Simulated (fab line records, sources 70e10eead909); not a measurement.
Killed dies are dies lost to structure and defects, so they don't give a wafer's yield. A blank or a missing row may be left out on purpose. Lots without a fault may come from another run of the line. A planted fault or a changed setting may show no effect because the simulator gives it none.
A struck lot beside a sound one | flow nand_harc | 43 steps out of a route of 1159
Sound: wafers L307.1, L307.2, L307.3. Struck: wafers L297.4, L297.5, L297.6. The cause comes at the end.
At each step with rows: each side's tool, then ch and its chambers, then its first start. Under that, the readings that differ: sound wafers | struck wafers | difference of the means | sigmas: that difference in standard deviations of wafers without a fault.
alike: readings whose means differ by less than 2 such deviations, and words and numbers that are the same on both sides. not compared: withheld readings, readings that some wafer has no value for, bounds like >300 that may hide the same value, and numbers for which the record gives no deviation and whose values overlap.
The two part at a step that has a row with sigmas, a row that says differs or no value, or rows on one side only. Numbers that don't overlap but have no deviation are shown without sigmas and don't part them. A reading that every wafer of one side lacks parts them only if that side has two wafers or more.

NHARC_P_GATE_CD_MEAS_46: target cd 720 nm.
  sound on cd_sem-03 ch 0, day 10 13:40; struck on cd_sem-02 ch 0, day 8 17:44
  alike: cd_nm
then, 1 step without rows for these wafers: NHARC_P_GATE_HARDBAKE_47 (time 80 s).
NHARC_P_GATE_DESCUM_48: chemistry O2, time 3 s.
  sound on rie_diel-10 ch 0,1,3, day 10 13:52; struck on rie_diel-10 ch 0,2,3, day 8 17:55
  alike: chamber_pressure_mTorr, drypump_motor_current_A, mfc_ar_sccm, oes_product_au, rf_vpp_V, showerhead_plenum_p_Torr, throttle_valve_pct
  not compared: rf_hours_counter_h
then, 9 steps without rows for these wafers: NHARC_P_GATE_IMPLANT_49; NHARC_P_GATE_STRIP_111 (strips in N2/H2, time 250 s); NHARC_P_GATE_STRIP_75 (strips in O2); NHARC_P_GATE_STRIP_50 (strips in SPM, time 900 s); NHARC_P_GATE_DEHYDRATE_51 (time 120 s); NHARC_P_GATE_HMDS_52 (time 30 s); NHARC_P_GATE_COAT_53; NHARC_P_GATE_SOFTBAKE_54 (time 95 s); NHARC_P_GATE_EBR_55.
NHARC_P_GATE_EXPOSE_56: exposes mask P PSD, target cd 720 nm.
  sound on krf_scanner-03 ch 0, day 10 15:20; struck on krf_scanner-04, day 8 20:07
  no value came back on the struck wafers for exposure_dose_mJ_cm2, focus_offset_nm (nm); on the sound wafers exposure_dose_mJ_cm2 reads 14.809 14.776 14.800
  alike: mask
then, 2 steps without rows for these wafers: NHARC_P_GATE_PEB_57 (peb time 85 s); NHARC_P_GATE_DEVELOP_58 (time 70 s).
NHARC_P_GATE_CD_MEAS_59: target cd 720 nm.
  sound on cd_sem-03 ch 0, day 10 15:29; struck on cd_sem-02 ch 0, day 8 20:16
  reading    | sound             | struck | difference                    | sigmas
  cd_nm (nm) | 718.0 717.2 718.0 | - - -  | no value on the struck wafers |
then, 1 step without rows for these wafers: NHARC_P_GATE_HARDBAKE_60 (time 80 s).
NHARC_P_GATE_DESCUM_61: chemistry O2, time 3 s.
  sound on rie_diel-10 ch 0,1,3, day 10 15:40; struck on rie_diel-03 ch 0,1, day 8 20:26
  alike: chamber_pressure_mTorr, drypump_motor_current_A, mfc_ar_sccm, oes_product_au, rf_vpp_V, showerhead_plenum_p_Torr, throttle_valve_pct
  not compared: rf_hours_counter_h
then, 12 steps without rows for these wafers: NHARC_P_GATE_IMPLANT_62; NHARC_P_GATE_STRIP_112 (strips in N2/H2, time 200 s); NHARC_P_GATE_STRIP_76 (strips in O2); NHARC_P_GATE_STRIP_63 (strips in SPM, time 900 s); NHARC_P_GATE_DEHYDRATE_83 (time 120 s); NHARC_P_GATE_HMDS_84 (time 30 s); NHARC_P_GATE_COAT_85; NHARC_P_GATE_SOFTBAKE_86 (time 95 s); NHARC_P_GATE_EBR_87; NHARC_P_GATE_EXPOSE_88 (exposes mask P HVN, target cd 2000 nm); NHARC_P_GATE_PEB_89 (peb time 85 s); NHARC_P_GATE_DEVELOP_90 (time 70 s).
NHARC_P_GATE_CD_MEAS_91: target cd 2000 nm.
  sound on cd_sem-03 ch 0, day 10 17:08; struck on cd_sem-02 ch 0, day 8 21:51
  alike: cd_nm
then, 1 step without rows for these wafers: NHARC_P_GATE_HARDBAKE_92 (time 80 s).
NHARC_P_GATE_DESCUM_93: chemistry O2, time 3 s.
  sound on rie_diel-10 ch 0,1,3, day 10 17:17; struck on rie_diel-11 ch 0,2,3, day 8 22:02
  alike: chamber_pressure_mTorr, drypump_motor_current_A, mfc_ar_sccm, oes_product_au, rf_vpp_V, showerhead_plenum_p_Torr, throttle_valve_pct
  not compared: rf_hours_counter_h
then, 1 step without rows for these wafers: NHARC_P_GATE_IMPLANT_94.
NHARC_P_GATE_STRIP_113: strips in N2/H2, time 740 s.
  sound on plasma_asher-01 ch 0,1, day 10 17:41; struck on plasma_asher-01 ch 0,1, day 8 22:46
  alike: drypump_motor_current_A, heater_power_w
  not compared: rf_hours_counter_h
then, 2 steps without rows for these wafers: NHARC_P_GATE_STRIP_95 (strips in O2); NHARC_P_GATE_STRIP_96 (strips in SPM, time 900 s).
NHARC_P_GATE_RTA_64: time 1 s.
  sound on rtp_anneal-01 ch 0, day 10 18:58; struck on rtp_anneal-01 ch 0, day 8 23:54
  alike: lamp_power_pct, wafer_temp_C_max
then, 4 steps without rows for these wafers: NHARC_P_GATE_ETCH_77 (etches SiO2 in dHF, target depth 6 nm); NHARC_P_GATE_DEGAS_109 (time 60 s); NHARC_P_GATE_PRE_CLEAN_110 (time 30 s); NHARC_P_GATE_SPUTTER_78 (material Ni, target thk 10 nm).
NHARC_P_GATE_INSPECT_68:
  sound on defect_inspect-01, day 10 20:16; struck on defect_inspect-02, day 9 01:05
  reading          | sound       | struck         | difference | sigmas
  raw_defect_count | 278 113 150 | 1451 1333 1311 | +1185      | +12

WHERE THEY PART
First at NHARC_P_GATE_EXPOSE_56; last, within this record, at NHARC_P_GATE_INSPECT_68.

WHY: what the simulator had put in
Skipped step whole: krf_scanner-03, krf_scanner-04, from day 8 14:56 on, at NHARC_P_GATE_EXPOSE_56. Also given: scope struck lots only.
